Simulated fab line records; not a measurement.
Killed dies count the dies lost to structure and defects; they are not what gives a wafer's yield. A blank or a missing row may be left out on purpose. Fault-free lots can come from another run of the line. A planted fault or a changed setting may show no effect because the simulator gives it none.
A lot that was struck, set against a sound lot | flow nand harc | 43 steps out of a route of 1302
Sound: the wafers L328.3, L328.4, L328.5. Wafers L345.1, L345.4, L345.5 were the ones struck. Last of all comes the cause.
Per side, at each step with rows, come the tool, then ch with its chambers, and then its first start. Under that, the readings that differ: sound wafers | struck wafers | difference of the means | sigmas: that difference in standard deviations of wafers without a fault.
alike: words and numbers the same on both sides, and readings whose means are apart by under 2 such deviations; not compared: readings that were withheld, readings missing a value for some wafer, numbers with overlapping values and no deviation given by the record, and bounds like >300 which may hide the same value.
The two part at a step that has a row with sigmas, a row that says differs or no value, or rows on one side only. Numbers that have no deviation but don't overlap get no sigmas and don't part them. A reading missing from all wafers of one side parts the sides only when that side holds two or more wafers.

first, 1 step without rows for these wafers: NHARC_A_CONTACT_DEVELOP_68 (develop time 35 s).
NHARC_A_CONTACT_CD_MEAS_69: target cd 300 nm.
  sound on cd sem-03 ch 0, day 22 08:08; struck on cd sem-01 ch 0, day 29 08:30
  alike: cd nm
NHARC_A_CONTACT_OVL_MEAS_70:
  sound on overlay-01 at day 22 08:13; struck on overlay-02 at day 29 08:35
  alike: overlay x nm, overlay y nm
NHARC_A_CONTACT_INSPECT_71:
  sound on defect inspect-02 at day 22 08:16; struck on defect inspect-02 at day 29 08:38
  alike: raw defect count
then, 8 steps without rows for these wafers: NHARC_A_CONTACT_DESCUM_74 (chemistry O2, time 3 s); NHARC_A_CONTACT_ETCH_75 (etches the open film in CF4, target depth 39 nm, time 65 s); NHARC_A_CONTACT_ETCH_76 (etches the open film in N2/H2, target depth 260 nm, time 475.3 s); NHARC_A_CONTACT_ETCH_77 (etches the open film in CF4/CHF3, target depth 108.9 nm, time 54.5 s); NHARC_A_CONTACT_ETCH_78 (etches the open film in O2/COS, target depth 5300 nm, time 1378 s); NHARC_A_CONTACT_ETCH_124 (etches the open film in C4F8/O2/Ar, time 140 s, target depth 700 nm); NHARC_A_CONTACT_ETCH_125 (etches the open film in C4F8/O2/Ar, time 197 s, target depth 1918 nm); NHARC_A_CONTACT_ETCH_126 (etches the open film in C4F8/O2/Ar, time 197 s, target depth 1918 nm).
NHARC_A_CONTACT_ETCH_127: etches the open film in C4F8/O2/Ar, time 197 s, target depth 1918 nm.
  sound on har cap etch-02 ch 0,1, day 22 11:35; struck on har cap etch-03 ch 1, day 29 10:48
  not compared: rf hours counter h
then, 2 steps without rows for these wafers: NHARC_A_CONTACT_ETCH_128 (etches the open film in C4F8/O2/Ar, time 197 s, target depth 1918 nm); NHARC_A_CONTACT_ETCH_129 (etches the open film in C4F8/O2/Ar, time 197 s, target depth 1918 nm).
NHARC_A_CONTACT_ETCH_130: etches the open film in C4F8/O2/Ar, time 197 s, target depth 1918 nm.
  sound on har cap etch-02 ch 0,1, day 22 12:07; struck on har cap etch-03 ch 1, day 29 11:20
  not compared: rf hours counter h
NHARC_A_CONTACT_ETCH_131: etches the open film in C4F8/O2/Ar, time 197 s, target depth 1918 nm.
  sound on har cap etch-02 ch 0,1, day 22 12:17; struck on har cap etch-03 ch 1, day 29 11:31
  not compared: rf hours counter h
then, 1 step without rows for these wafers: NHARC_A_CONTACT_ETCH_132 (etches the open film in C4F8/O2/Ar, time 197 s, target depth 1924 nm).
NHARC_A_CONTACT_ETCH_133: etches the open film in C4F8/O2/Ar, time 374 s, target depth 1610 nm.
  sound on har cap etch-02 ch 0,1, day 22 12:43; struck on har cap etch-03 ch 1, day 29 11:54
  not compared: rf hours counter h
then, 1 step without rows for these wafers: NHARC_A_CONTACT_ETCH_91 (etches the open film in CH3F/O2, target depth 40 nm, time 85.7 s).
NHARC_A_CONTACT_ETCH_97: etches the open film in C4F6/O2, target depth 20 nm, time 10 s.
  sound on rie diel-13 ch 0,1,2; struck on rie diel-11 ch 0,1
  alike: drypump motor current A, oes product au, rf fwd power W, rf vpp V, showerhead plenum p Torr, throttle valve pct
  not compared: rf hours counter h
NHARC_A_CONTACT_CD_MEAS_80:
  sound on cd sem-01 at day 22 13:35; struck on cd sem-03 at day 29 12:50
  alike: cd nm
then, 7 steps without rows for these wafers: NHARC_A_CONTACT_STRIP_103 (strips in N2/H2); NHARC_A_CONTACT_STRIP_104 (strips in CF4/CHF3); NHARC_A_CONTACT_STRIP_105 (strips in O2/COS); NHARC_A_CONTACT_ETCH_106 (etches the open film in CF4/O2, target depth 90 nm, overetch 9 nm, time 49.5 s); NHARC_A_CONTACT_STRIP_82 (strips in O2); NHARC_A_CONTACT_STRIP_83 (strips in post etch residue remover, time 600 s); NHARC_A_CONTACT_DEP_84 (deposits aC, target thk 2800 nm).
NHARC_A_CONTACT_DEP_85: deposits SiON, target thk 60 nm.
  sound on pecvd-03 ch 0,2, day 22 16:44; struck on pecvd-01 ch 0,1,2, day 29 18:05
  alike: heater power outer w, heater power w, rf fwd power W, showerhead vpp V
  not compared: since wet clean h
then, 10 steps without rows for these wafers: NHARC_A_CONTACT_DEHYDRATE_00 (time 120 s); NHARC_A_CONTACT_HMDS_01 (time 30 s); NHARC_A_CONTACT_COAT_86 (time 75 s); NHARC_A_CONTACT_COAT_87 (time 65 s); NHARC_A_CONTACT_COAT_02 (resist thk 90 nm); NHARC_A_CONTACT_SOFTBAKE_03 (time 55 s); NHARC_A_CONTACT_EBR_04; NHARC_A_CONTACT_EXPOSE_05 (exposes mask A CC); NHARC_A_CONTACT_PEB_06 (peb time 65 s); NHARC_A_CONTACT_DEVELOP_07 (develop time 35 s).
NHARC_A_CONTACT_CD_MEAS_08: target cd 200 nm.
  sound on cd sem-01 ch 0, day 22 17:25; struck on cd sem-02 ch 0, day 29 18:38
  alike: cd nm
NHARC_A_CONTACT_OVL_MEAS_09:
  sound on overlay-02 at day 22 17:29; struck on overlay-02 at day 29 18:44
  alike: overlay x nm, overlay y nm
-- jump in the record: it breaks off in module A_CONTACT and resumes in module END (first step shown: number 1302 of the route), and 2 days separate the struck wafers' starts before and after --
NHARC_END_SORT_01:
  only the struck wafers appear in the record here, on prober-01 ch 0 at day 31 20:19; the sound ones have no rows

WHERE THEY PART
Only at NHARC_END_SORT_01, within this record.

WHY: whatever the simulator had introduced
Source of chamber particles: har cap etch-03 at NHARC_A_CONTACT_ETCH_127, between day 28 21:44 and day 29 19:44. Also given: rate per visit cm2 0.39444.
